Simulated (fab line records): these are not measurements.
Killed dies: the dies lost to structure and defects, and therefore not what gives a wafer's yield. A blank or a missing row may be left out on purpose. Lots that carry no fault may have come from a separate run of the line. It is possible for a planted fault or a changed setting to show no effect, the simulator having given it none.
Chamber matching / flow n5Finfet / rieDiel-05 running N5_BEOL_M7_STRIP_36: 4 sister chambers
The step strips in N2/H2. 8 wafers are shown with their chamber, then 8 later ones without.

== WAFERS WITH THEIR CHAMBER ==
wafer=L077.2; chamber=0; throttleValvePct (%)=24.02; showerheadPlenumPTorr (Torr)=2.47
wafer=L077.3; chamber=1; throttleValvePct (%)=23.18; showerheadPlenumPTorr (Torr)=2.56
wafer=L077.6; chamber=1; throttleValvePct (%)=23.19; showerheadPlenumPTorr (Torr)=2.56
wafer=L079.4; chamber=0; throttleValvePct (%)=24.06; showerheadPlenumPTorr (Torr)=2.46
wafer=L085.1; chamber=2; throttleValvePct (%)=23.46; showerheadPlenumPTorr (Torr)=2.57
wafer=L085.4; chamber=3; throttleValvePct (%)=24.03; showerheadPlenumPTorr (Torr)=2.62
wafer=L085.5; chamber=2; throttleValvePct (%)=23.44; showerheadPlenumPTorr (Torr)=2.57
wafer=L087.1; chamber=3; throttleValvePct (%)=24.06; showerheadPlenumPTorr (Torr)=2.61

== WAFERS MISSING THEIR CHAMBER ==
wafer=L087.5; throttleValvePct (%)=23.49; showerheadPlenumPTorr (Torr)=2.57
wafer=L087.6; throttleValvePct (%)=24.06; showerheadPlenumPTorr (Torr)=2.61
wafer=L091.2; throttleValvePct (%)=23.46; showerheadPlenumPTorr (Torr)=2.56
wafer=L091.4; throttleValvePct (%)=24.06; showerheadPlenumPTorr (Torr)=2.45
wafer=L091.6; throttleValvePct (%)=23.44; showerheadPlenumPTorr (Torr)=2.56
wafer=L096.2; throttleValvePct (%)=23.48; showerheadPlenumPTorr (Torr)=2.56
wafer=L096.4; throttleValvePct (%)=23.46; showerheadPlenumPTorr (Torr)=2.56
wafer=L096.5; throttleValvePct (%)=23.24; showerheadPlenumPTorr (Torr)=2.54

== WHICH CHAMBER EACH ONE RAN IN ==
wafer=L087.5; from the rows above=2; in truth=2
wafer=L087.6; from the rows above=3; in truth=3
wafer=L091.2; from the rows above=2; in truth=2
wafer=L091.4; from the rows above=0; in truth=0
wafer=L091.6; from the rows above=2; in truth=2
wafer=L096.2; from the rows above=2; in truth=2
wafer=L096.4; from the rows above=2; in truth=2
wafer=L096.5; from the rows above=1; in truth=1
Correct placement for 8 of the 8. Not placeable from these rows: 0. Number placed wrongly: 0.
How it was worked out, from the rows above alone: a wafer's distance from a chamber is the root of the sum, over the readings, of the square of ((its reading less the chamber's mean) divided by the reading's scatter). The wafer belongs to the nearest chamber; if the next one is less than 2 further off, it can't be placed. For every chamber, the mean is computed from those of its wafers that are shown. The scatter: the root of (the sum of the squares of (reading less its chamber's mean) over the shown wafers, divided by (wafers less chambers)).
